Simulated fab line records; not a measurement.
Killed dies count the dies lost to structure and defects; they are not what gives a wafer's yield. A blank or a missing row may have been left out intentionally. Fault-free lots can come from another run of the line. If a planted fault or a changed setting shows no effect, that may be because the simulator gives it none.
Which tool did it?    flow n5_finfet    Sampling: 11 lots, 33 wafers, 4 of 1938 route steps

== WHAT THE GAUGES READ, wafer by wafer ==
N5_MIM_TOP_LITHO_INSPECT_12: inspects for defects (macro).
lot   measured      on                 raw_defect_count
L924  day 11 23:05  defect_inspect-02  1 0 1
L925  day 12 02:40  defect_inspect-01  2 7 2
L927  day 12 17:14  defect_inspect-01  1 2 2
L928  day 12 17:23  defect_inspect-01  1 2 1
L929  day 12 19:43  defect_inspect-02  3 4 5
L930  day 13 03:58  defect_inspect-02  3 2 0
L931  day 13 15:49  defect_inspect-01  2 3 3
L934  day 14 03:09  defect_inspect-01  3 3 2
L935  day 14 12:19  defect_inspect-01  3 4 1
L941  day 17 02:35  defect_inspect-01  >300 >300 >300
L942  day 17 12:02  defect_inspect-01  >300 >300 >300

== WHICH TOOL RAN EACH LOT (tool, then ch and the chambers of the sampled wafers, then the start) ==
lot   N5_BEOL_M15_SPUTTER_45        N5_MIM_TOP_ALD_02                 N5_MIM_TOP_SPUTTER_03
L924  pvd_sputter-03, day 11 18:37  ald_hk-01 ch 1,2,3, day 11 21:00  pvd_sputter-02, day 11 22:38
L925  pvd_sputter-02, day 11 22:31  ald_hk-03 ch 0,1,2, day 12 01:00  pvd_sputter-03, day 12 02:05
L927  pvd_sputter-02, day 12 10:13  ald_hk-01 ch 0,1,2, day 12 15:00  pvd_sputter-03, day 12 16:39
L928  pvd_sputter-03, day 12 12:05  ald_hk-02 ch 0,1, day 12 16:00    pvd_sputter-03, day 12 16:46
L929  pvd_sputter-01, day 12 16:05  ald_hk-03 ch 0,1,3, day 12 19:00  pvd_sputter-02, day 12 19:08
L930  pvd_sputter-03, day 12 22:32  ald_hk-03 ch 0,2,3, day 13 01:00  pvd_sputter-03, day 13 03:32
L931  pvd_sputter-02, day 13 08:44  ald_hk-03 ch 1,2, day 13 12:00    pvd_sputter-02, day 13 13:14
L934  pvd_sputter-03, day 13 22:37  ald_hk-01 ch 2,3, day 14 01:00    pvd_sputter-02, day 14 02:43
L935  pvd_sputter-01, day 14 07:07  ald_hk-01 ch 1,2, day 14 11:00    pvd_sputter-03, day 14 11:52
L941  pvd_sputter-03, day 16 21:20  ald_hk-01 ch 2,3, day 17 01:00    pvd_sputter-03, day 17 02:08
L942  pvd_sputter-02, day 17 05:13  ald_hk-01 ch 0,1,3, day 17 08:00  pvd_sputter-02, day 17 11:35
- N5_BEOL_M15_SPUTTER_45: material Cu, target thk 100 nm, time 16.67 s.
- N5_MIM_TOP_ALD_02: deposits Al2O3, purge time 3 s, co reactant pulse time 3 s.
- N5_MIM_TOP_SPUTTER_03: material TiN, target thk 35 nm, time 89.7 s.

== THE ANSWER, worked out from the rows above alone ==
Rule: the lots themselves supply what counts as usual. The widest of any qualifying gaps counts: lots, ordered by their means at a reading, are off when they make up no more than a third of the lots, leave a main group of 4 or more, and stand apart from it by 3 or more times the standard deviation of that group's means. A main group whose means are all the same, to the digits that the tables above print for the reading, isn't used. A lot without any number at a reading at which 4 lots or more have one is off too. The other lots that the step has rows for count as sound.
Off at N5_MIM_TOP_LITHO_INSPECT_12 (raw_defect_count): L941, L942. Without a number there: L941, L942. For the main group the mean is 2.3 and the standard deviation 1.
A tool fits if, at a process step before that reading, it ran every lot that is off, and no sound lot after the first of them. Gauges at N5_MIM_TOP_LITHO_INSPECT_12: tried the same way as those tools. 2 tools fit, ald_hk-01 at N5_MIM_TOP_ALD_02 and defect_inspect-01 at N5_MIM_TOP_LITHO_INSPECT_12, so this cannot tell which one it is.

== WHAT HAD BEEN PUT IN BY THE SIMULATOR ==
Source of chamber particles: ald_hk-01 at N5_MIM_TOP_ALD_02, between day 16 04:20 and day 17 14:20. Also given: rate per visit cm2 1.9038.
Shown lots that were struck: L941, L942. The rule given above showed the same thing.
